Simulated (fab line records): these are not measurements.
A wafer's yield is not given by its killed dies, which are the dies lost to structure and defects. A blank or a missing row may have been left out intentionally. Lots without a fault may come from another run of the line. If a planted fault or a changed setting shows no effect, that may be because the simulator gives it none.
Which tool was responsible?	flow n5Finfet	24 lots with 72 wafers sampled at 6 steps, on a route of 1938 steps

WHAT THE GAUGES READ, wafer by wafer
N5_SD_EPI_P_OVL_MEAS_10. Usual: SD_P_BLK_OVL gives -0.4 nm (standard deviation 0.75).
lot	measured	on	SD_P_BLK_OVL (nm)	flag
L074	day 3 09:53	overlay-02	-1.5 -0.7 -0.4	
L075	day 3 13:51	overlay-01	0.4 -0.6 -0.3	
L076	day 3 21:34	overlay-02	-2.0 -1.5 -1.7	
L077	day 4 01:22	overlay-01	-0.4 -0.9 -0.4	
L078	day 4 07:39	overlay-01	-1.1 -1.2 -0.7	
L079	day 4 10:18	overlay-01	0.5 -0.8 -0.9	
L080	day 4 18:32	overlay-01	-0.8 -0.9 -1.1	
L081	day 4 23:53	overlay-01	-1.4 -1.0 0.1	
L082	day 5 06:01	overlay-02	0.0 -1.1 -1.3	
L083	day 5 12:03	overlay-02	-0.3 -0.4 -1.0	
L084	day 5 17:29	overlay-01	0.7 -1.2 -0.2	
L085	day 6 02:31	overlay-02	-0.6 -0.3 -1.6	
L087	day 6 13:20	overlay-01	-0.1 0.4 1.0	
L086	day 6 13:33	overlay-01	0.3 -0.7 -0.3	
L088	day 6 21:05	overlay-02	-0.5 -0.7 0.8	
L089	day 6 23:23	overlay-02	-0.5 -0.5 0.0	
L090	day 7 05:26	overlay-02	-0.1 1.3 0.2	
L091	day 7 14:44	overlay-02	0.3 -0.4 0.6	
L092	day 7 17:23	overlay-02	-0.2 -1.0 -0.3	
L093	day 7 22:52	overlay-02	-0.7 -0.1 -0.3	
L094	day 8 06:45	overlay-01	-1.6 -0.6 -0.6	
L095	day 8 13:25	overlay-01	0.6 0.2 -0.3	
L096	day 8 18:48	overlay-01	-0.2 -0.3 -0.1	
L097	day 8 23:47	overlay-01	0.4 0.8 -0.6	

N5_SD_EPI_P_EPI_MEAS_23. Usual: thkNm reads 61.2 nm (standard deviation 1).
lot	measured	on	thkNm (nm)	flag
L074	day 3 13:30	filmMetro-01	62.3 61.8 63.3	
L075	day 3 17:28	filmMetro-01	60.9 63.2 61.4	
L076	day 4 01:11	filmMetro-02	61.9 59.6 61.7	
L077	day 4 04:59	filmMetro-01	61.3 61.0 61.6	
L078	day 4 11:15	filmMetro-02	61.2 59.8 59.3	
L079	day 4 13:59	filmMetro-01	61.2 61.2 61.5	
L080	day 4 22:59	filmMetro-02	59.1 61.5 62.5	
L081	day 5 03:32	filmMetro-02	61.2 62.1 61.0	
L082	day 5 09:49	filmMetro-02	62.2 60.7 62.9	
L083	day 5 15:39	filmMetro-02	60.8 60.5 62.9	
L084	day 5 21:06	filmMetro-01	61.9 62.3 62.3	
L085	day 6 06:58	filmMetro-02	61.9 61.3 59.5	
L087	day 6 17:48	filmMetro-02	61.2 62.2 61.7	
L086	day 6 17:37	filmMetro-02	60.2 60.1 60.9	
L088	day 7 01:44	filmMetro-02	61.5 61.6 59.2	
L089	day 7 03:02	filmMetro-02	60.0 61.1 59.8	
L090	day 7 09:02	filmMetro-01	61.6 60.0 60.3	
L091	day 7 20:23	filmMetro-01	59.6 59.8 60.1	
L092	day 7 21:14	filmMetro-02	61.7 62.7 60.7	
L093	day 8 03:20	filmMetro-01	60.6 64.0 61.3	
L094	day 8 11:13	filmMetro-02	59.4 61.9 60.1	
L095	day 8 20:39	filmMetro-02	61.7 61.1 61.0	
L096	day 8 22:25	filmMetro-01	62.1 60.9 60.4	
L097	day 9 03:23	filmMetro-01	60.6 61.2 61.2	

N5_ILD0_INSPECT_06: inspects for defects (darkfield). Usual: rawDefectCount reads 37 (standard deviation 14).
lot	measured	on	rawDefectCount	flag
L074	day 3 21:04	defectInspect-02	13 18 38	
L075	day 4 00:49	defectInspect-01	63 30 33	
L076	day 4 08:24	defectInspect-01	45 40 23	
L077	day 4 12:11	defectInspect-01	32 43 52	
L078	day 4 18:52	defectInspect-01	30 41 31	
L079	day 4 21:23	defectInspect-01	76 36 50	
L080	day 5 06:57	defectInspect-02	57 47 26	
L081	day 5 11:50	defectInspect-02	31 27 42	
L082	day 5 18:05	defectInspect-02	43 24 27	
L083	day 5 22:56	defectInspect-01	26 21 52	
L084	day 6 04:17	defectInspect-02	49 44 23	
L085	day 6 14:34	defectInspect-02	46 61 50	
L087	day 7 01:33	defectInspect-02	18 28 31	
L086	day 7 00:48	defectInspect-02	32 37 44	
L088	day 7 09:28	defectInspect-02	56 50 54	
L089	day 7 11:13	defectInspect-02	8 18 21	
L090	day 7 16:38	defectInspect-01	27 52 34	
L091	day 8 03:50	defectInspect-01	40 48 49	
L092	day 8 05:02	defectInspect-02	57 29 42	
L093	day 8 11:13	defectInspect-02	12 17 17	
L094	day 8 18:43	defectInspect-02	25 36 28	
L095	day 9 04:20	defectInspect-02	27 22 28	
L096	day 9 06:21	defectInspect-01	40 42 39	
L097	day 9 10:40	defectInspect-02	48 28 39	

EACH LOT AND THE TOOL THAT RAN IT (in order: tool; ch and the chambers of the sampled wafers; start)
lot	N5_SD_EPI_P_STRIP_40	N5_SD_ACTIVATION_RTA_00	N5_ILD0_LINER_00
L074	plasmaAsher-01 ch 0,1, day 3 10:47	rtpAnneal-01 ch 0, day 3 13:44	aldSin-02 ch 0,1,3, day 3 14:28
L075	plasmaAsher-02 ch 0,1, day 3 14:44	rtpAnneal-02 ch 0, day 3 17:51	aldSin-04 ch 1,2,3, day 3 18:35
L076	plasmaAsher-02 ch 0, day 3 22:28	rtpAnneal-02 ch 0, day 4 01:25	aldSin-04 ch 1,2, day 4 02:10
L077	plasmaAsher-02 ch 1, day 4 02:16	rtpAnneal-01 ch 0, day 4 05:13	aldSin-03 ch 0,1,2, day 4 05:58
L078	plasmaAsher-01 ch 0,1, day 4 08:32	rtpAnneal-01 ch 0, day 4 11:27	aldSin-03 ch 0,1,3, day 4 12:13
L079	plasmaAsher-02 ch 0,1, day 4 11:15	rtpAnneal-02 ch 0, day 4 14:20	aldSin-02 ch 0,1,3, day 4 15:06
L080	plasmaAsher-02 ch 1, day 4 19:26	rtpAnneal-01 ch 0, day 4 23:14	aldSin-04 ch 0,1,2, day 5 00:17
L081	plasmaAsher-02 ch 0,1, day 5 00:49	rtpAnneal-01 ch 0, day 5 03:55	aldSin-04 ch 0,2,3, day 5 04:55
L082	plasmaAsher-02 ch 0,1, day 5 07:07	rtpAnneal-01 ch 0, day 5 10:05	aldSin-02 ch 0,1,3, day 5 10:47
L083	plasmaAsher-01 ch 0,1, day 5 12:56	rtpAnneal-01 ch 0, day 5 15:53	aldSin-04 ch 1,2,3, day 5 16:38
L084	plasmaAsher-01 ch 0, day 5 18:22	rtpAnneal-02 ch 0, day 5 21:18	aldSin-02 ch 0,2,3, day 5 22:04
L085	plasmaAsher-02 ch 0,1, day 6 03:25	rtpAnneal-02 ch 0, day 6 07:22	aldSin-03 ch 1,2,3, day 6 08:06
L087	plasmaAsher-02 ch 0,1, day 6 14:15	rtpAnneal-01 ch 0, day 6 18:05	aldSin-03 ch 0,1,3, day 6 18:58
L086	plasmaAsher-02 ch 0,1, day 6 14:54	rtpAnneal-01 ch 0, day 6 17:51	aldSin-04 ch 0,1, day 6 18:35
L088	plasmaAsher-02 ch 0,1, day 6 22:11	rtpAnneal-01 ch 0, day 7 01:58	aldSin-02 ch 0,1,2, day 7 02:43
L089	plasmaAsher-02 ch 0,1, day 7 00:19	rtpAnneal-01 ch 0, day 7 03:14	aldSin-02 ch 0,2,3, day 7 04:46
L090	plasmaAsher-02 ch 0,1, day 7 06:20	rtpAnneal-01 ch 0, day 7 09:31	aldSin-02 ch 2,3, day 7 10:20
L091	plasmaAsher-02 ch 0,1, day 7 15:43	rtpAnneal-02 ch 0, day 7 20:36	aldSin-04 ch 1,2,3, day 7 21:23
L092	plasmaAsher-01 ch 0,1, day 7 18:31	rtpAnneal-01 ch 0, day 7 21:26	aldSin-04 ch 1,2, day 7 22:23
L093	plasmaAsher-02 ch 0,1, day 7 23:46	rtpAnneal-02 ch 0, day 8 03:38	aldSin-04 ch 0,2,3, day 8 04:20
L094	plasmaAsher-01 ch 0,1, day 8 07:39	rtpAnneal-01 ch 0, day 8 11:25	aldSin-03 ch 0,1,3, day 8 12:28
L095	plasmaAsher-02 ch 0,1, day 8 14:35	rtpAnneal-01 ch 0, day 8 20:51	aldSin-04 ch 1,3, day 8 21:41
L096	plasmaAsher-02 ch 0,1, day 8 19:41	rtpAnneal-02 ch 0, day 8 22:40	aldSin-03 ch 1,2, day 8 23:29
L097	plasmaAsher-01 ch 0,1, day 9 00:41	rtpAnneal-02 ch 0, day 9 03:43	aldSin-02 ch 0,1,2, day 9 04:25
- N5_SD_EPI_P_STRIP_40: strips in N2/H2.
- N5_SD_ACTIVATION_RTA_00: time 0 s.
- N5_ILD0_LINER_00: material SiNx, target thk 4 nm, pulse time 1 s, purge time 2 s.

AS READ BY THE TOOLS THEMSELVES (means over the sampled wafers that have a number; for cases with no such wafer, the mark the record gives instead)
N5_SD_EPI_P_STRIP_40. Usual: drypumpMotorCurrentA 5.90 A, standard deviation 0.27; heaterPowerW 342 W, standard deviation 27; n2FlowSccm 1750 sccm, standard deviation 5.7; oesProductAu 0.762 a.u., standard deviation 0.013.
lot	tool	drypumpMotorCurrentA (A)	heaterPowerW (W)	n2FlowSccm (sccm)	oesProductAu (a.u.)	flag
L074	plasmaAsher-01	5.72	316	1749	0.759	
L075	plasmaAsher-02	5.86	358	1753	0.746	
L076	plasmaAsher-02	6.26	324	1755	0.760	
L077	plasmaAsher-02	5.64	379	1755	0.754	
L078	plasmaAsher-01	5.79	324	1756	0.762	
L079	plasmaAsher-02	6.04	337	1755	0.763	
L080	plasmaAsher-02	5.67	380	1744	0.759	
L081	plasmaAsher-02	6.07	343	1746	0.756	
L082	plasmaAsher-02	6.07	339	1751	0.772	
L083	plasmaAsher-01	5.79	319	1752	0.773	
L084	plasmaAsher-01	5.86	323	1751	0.763	
L085	plasmaAsher-02	5.86	359	1752	0.751	
L087	plasmaAsher-02	5.87	362	1753	0.764	
L086	plasmaAsher-02	6.05	341	1753	0.761	
L088	plasmaAsher-02	5.87	368	1750	0.759	
L089	plasmaAsher-02	5.83	358	1751	0.761	
L090	plasmaAsher-02	5.86	360	1752	0.758	
L091	plasmaAsher-02	6.04	343	1749	0.767	
L092	plasmaAsher-01	5.79	321	1748	0.753	
L093	plasmaAsher-02	6.05	344	1749	0.758	
L094	plasmaAsher-01	5.80	318	1750	0.758	
L095	plasmaAsher-02	5.87	363	1740	0.760	
L096	plasmaAsher-02	5.87	355	1745	0.778	
L097	plasmaAsher-01	5.79	321	1754	0.763	

N5_SD_ACTIVATION_RTA_00. Usual: lampPowerPct 8.96 %, standard deviation 0.049; lamp_zone_4_pct 8.954 %, standard deviation 0.028; lamp_zone_5_pct 8.955 %, standard deviation 0.026; lamp_zone_6_pct 8.880 %, standard deviation 0.025; wafer_temp_C_max 974.9, standard deviation 2.
lot	tool	lampPowerPct (%)	lamp_zone_4_pct (%)	lamp_zone_5_pct (%)	lamp_zone_6_pct (%)	wafer_temp_C_max	flag
L074	rtpAnneal-01	8.97	8.959	8.978	8.905	973.7	
L075	rtpAnneal-02	8.91	8.938	8.950	8.888	977.4	
L076	rtpAnneal-02	8.98	8.960	8.981	8.892	973.3	
L077	rtpAnneal-01	8.95	8.966	8.936	8.877	974.6	
L078	rtpAnneal-01	8.97	8.941	8.957	8.901	976.3	
L079	rtpAnneal-02	8.94	8.969	8.967	8.863	975.8	
L080	rtpAnneal-01	9.01	8.957	8.954	8.905	974.7	
L081	rtpAnneal-01	8.94	8.935	8.935	8.891	975.1	
L082	rtpAnneal-01	8.98	8.950	8.951	8.873	974.9	
L083	rtpAnneal-01	8.97	8.961	8.944	8.866	974.7	
L084	rtpAnneal-02	8.94	8.962	8.933	8.907	974.0	
L085	rtpAnneal-02	9.00	8.958	8.981	8.868	973.5	
L087	rtpAnneal-01	8.95	8.956	8.966	8.888	974.2	
L086	rtpAnneal-01	8.96	8.961	8.961	8.875	976.1	
L088	rtpAnneal-01	8.99	8.961	8.952	8.879	973.0	
L089	rtpAnneal-01	8.93	8.940	8.935	8.862	974.8	
L090	rtpAnneal-01	8.92	8.940	8.945	8.868	975.2	
L091	rtpAnneal-02	8.96	8.956	8.957	8.874	971.9	
L092	rtpAnneal-01	8.96	8.949	8.959	8.878	976.3	
L093	rtpAnneal-02	9.03	8.938	8.970	8.879	972.5	
L094	rtpAnneal-01	8.95	8.943	8.969	8.870	974.2	
L095	rtpAnneal-01	8.94	8.936	8.957	8.862	976.1	
L096	rtpAnneal-02	8.99	8.968	8.961	8.860	974.8	
L097	rtpAnneal-02	8.94	8.958	8.946	8.895	975.0	

N5_ILD0_LINER_00. Usual: heaterPowerW 831 W, standard deviation 60; precursorPulseHeightRel 0.997, standard deviation 0.019.
lot	tool	heaterPowerW (W)	precursorPulseHeightRel	flag
L074	aldSin-02	907	1.013	
L075	aldSin-04	773	1.004	
L076	aldSin-04	784	0.989	
L077	aldSin-03	802	1.005	
L078	aldSin-03	845	1.004	
L079	aldSin-02	887	0.999	
L080	aldSin-04	798	1.002	
L081	aldSin-04	792	1.000	
L082	aldSin-02	897	0.989	
L083	aldSin-04	767	1.017	
L084	aldSin-02	877	1.011	
L085	aldSin-03	859	1.006	
L087	aldSin-03	832	0.982	
L086	aldSin-04	801	0.995	
L088	aldSin-02	901	0.983	
L089	aldSin-02	865	0.995	
L090	aldSin-02	875	0.977	
L091	aldSin-04	777	0.998	
L092	aldSin-04	787	1.005	
L093	aldSin-04	802	1.008	
L094	aldSin-03	843	0.993	
L095	aldSin-04	761	0.987	
L096	aldSin-03	840	1.003	
L097	aldSin-02	883	0.994	

THE ANSWER, worked out from the rows above alone
Rule: a lot counts as off when the mean over its wafers that have a number is more than 3 standard deviations away from the usual mean. A lot without any number at a reading at which 4 lots or more have one is off too. Where the step has rows for the other lots, those lots are counted as sound. After the gauges, taken in route order, come the tools' own readings; for these a lot's mean is taken, as printed above. The first step at which some lot is off is used, and at that step the reading that is off furthest; a lot without a number counts as furthest.
No lot is off at any reading shown: from this, nothing can be told.

WHAT THE SIMULATOR HAD INSERTED
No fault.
